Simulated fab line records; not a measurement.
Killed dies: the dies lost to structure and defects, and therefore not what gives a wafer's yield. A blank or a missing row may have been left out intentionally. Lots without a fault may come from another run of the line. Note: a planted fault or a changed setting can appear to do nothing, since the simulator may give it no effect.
A single fault, viewed from 2 desks / flow n5Finfet / each desk holds nothing but its own numbers, with what lay behind them at the end

## AT THE TOOL OWNER'S DESK: cvdW-02
The tool's own readings at N5_HKMG_FIN_ALD_72 (deposits W, target thk 2 nm, pulse time 1 s, purge time 2 s): means of the sampled wafers that have a number, for each lot that ran on this tool. The brackets show how far a lot's mean lies from the usual mean; more than 4 standard deviations puts the lot out of limits, marked OUT.
Columns: A = heaterPowerW at N5_HKMG_FIN_ALD_72, usual 477 W; B = precursorPulseHeightRel at N5_HKMG_FIN_ALD_72, usual 0.999
lot=L284; first seen here=day 4 07:40; A=457; B=0.989
lot=L291; first seen here=day 6 03:59; A=478; B=0.982
lot=L292; first seen here=day 6 11:47; A=500; B=1.008
lot=L295; first seen here=day 7 05:48; A=450; B=0.998
This desk's finding: nothing out of limits on any of the 4 lots.

## METROLOGY DESK
Means of the sampled wafers that have a number, per lot and without regard to the tool the lot ran on: this is what the gauges read. The brackets show how far a lot's mean lies from the usual mean; more than 4 standard deviations puts the lot out of limits, marked OUT. Only the readings that lie furthest out on some lot appear, 7 of the 10 it has.
Columns: A = IOFF_P at N5_BEOL_M4_RC_MEAS_101, usual 0.21 nA/um; B = ION_N at N5_BEOL_M4_RC_MEAS_101, usual 672 uA/um; C = ION_P at N5_BEOL_M4_RC_MEAS_101, usual 461 uA/um; D = SS_N at N5_BEOL_M4_RC_MEAS_101, usual 71.4 mV/dec; E = SS_P at N5_BEOL_M4_RC_MEAS_101, usual 73.2 mV/dec; F = VT_N at N5_BEOL_M4_RC_MEAS_101, usual 250 mV; G = VT_P at N5_BEOL_M4_RC_MEAS_101, usual -251 mV
lot=L284; first seen here=day 7 19:30; A=0.20; B=679; C=456; D=72.3; E=73.4; F=247; G=-252
lot=L291; first seen here=day 9 17:13; A=0.21; B=664; C=464; D=71.8; E=72.7; F=252; G=-252
lot=L292; first seen here=day 9 21:45; A=0.21; B=680; C=462; D=71.7; E=74.2; F=247; G=-252
lot=L295; first seen here=day 10 22:55; A=0.17; B=668; C=453; D=71.6; E=72.9; F=252; G=-253
lot=L299; first seen here=day 12 13:04; A=0.28; B=688; C=476; D=71.3; E=73.3; F=246; G=-245
lot=L302; first seen here=day 12 16:29; A=0.20; B=677; C=463; D=71.3; E=72.7; F=247; G=-251
lot=L304; first seen here=day 12 18:52; A=0.25; B=670; C=463; D=72.4; E=73.6; F=249; G=-248
This desk's finding: nothing out of limits on any of the 7 lots.

## ALL TOGETHER
The desk of the tool owner found nothing out of limits.
Metrology desk: nothing out of limits seen.

## WHAT THE SIMULATOR HAD PUT IN
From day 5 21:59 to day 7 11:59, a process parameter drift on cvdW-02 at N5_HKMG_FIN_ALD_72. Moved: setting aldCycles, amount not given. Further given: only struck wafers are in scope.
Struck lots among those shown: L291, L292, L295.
